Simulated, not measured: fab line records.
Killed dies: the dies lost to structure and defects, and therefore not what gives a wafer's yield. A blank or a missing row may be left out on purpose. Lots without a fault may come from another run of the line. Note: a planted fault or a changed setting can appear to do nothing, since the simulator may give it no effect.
Matching of chambers ; flow n5-finfet ; N5_HKMG_FIN_ETCH_32 on rie-diel-03 has 4 sister chambers
The step etches SOC in N2/H2, target depth 240 nm, time 300 s. 14 wafers are shown with their chamber, then 6 later ones without.

== WAFERS, EACH WITH ITS CHAMBER ==
wafer;chamber;showerhead-plenum-p-Torr (Torr);throttle-valve-pct (%);rf-vpp-V (V)
L302.1;1;2.61;17.92;526
L302.5;3;2.62;17.85;527
L302.6;0;2.36;18.05;518
L304.3;2;2.53;17.65;523
L304.6;1;2.61;17.92;527
L310.2;3;2.61;17.87;526
L310.5;2;2.52;17.68;524
L310.6;1;2.61;17.95;526
L315.2;0;2.35;18.10;516
L315.3;3;2.60;17.88;525
L315.6;0;2.35;18.12;518
L316.1;2;2.52;17.70;523
L316.2;3;2.60;17.90;525
L316.3;0;2.35;18.10;519

SIGNATURES, as means of the wafers listed above
reading;chamber 0;chamber 1;chamber 2;chamber 3;scatter within a chamber
showerhead-plenum-p-Torr;2.3525;2.6100;2.5233;2.6075;0.00645
throttle-valve-pct;18.0925;17.9300;17.6767;17.8750;0.0242
rf-vpp-V;517.75;526.33;523.33;525.75;0.94
Rule: for a wafer and a chamber, the distance is found by dividing, reading by reading, the gap between the wafer's reading and the chamber's mean by the reading's scatter, squaring, summing and taking the root. If the next closest chamber is less than 2 further off than the closest, the wafer can't be placed; otherwise it belongs to the closest. The scatter: the root of (the sum of the squares of (reading less its chamber's mean) over the shown wafers, divided by (wafers less chambers)).

== WAFERS WITHOUT THEIR CHAMBER ==
wafer;showerhead-plenum-p-Torr (Torr);throttle-valve-pct (%);rf-vpp-V (V)
L317.2;2.60;17.91;525
L317.3;2.35;18.12;518
L317.4;2.35;18.12;518
L320.1;2.60;17.55;526
L320.2;2.51;17.73;522
L320.4;2.35;18.14;518

== CHAMBER TAKEN BY EACH ==
wafer;from the rows above;in truth
L317.2;can't be placed: 3 or 1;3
L317.3;0;0
L317.4;0;0
L320.1;can't be placed: 2 or 3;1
L320.2;2;2
L320.4;0;0
Placed correctly: 4 of 6. From these rows, 2 cannot be placed; in 1 the true chamber is one of the candidates. Number placed wrongly: 0.
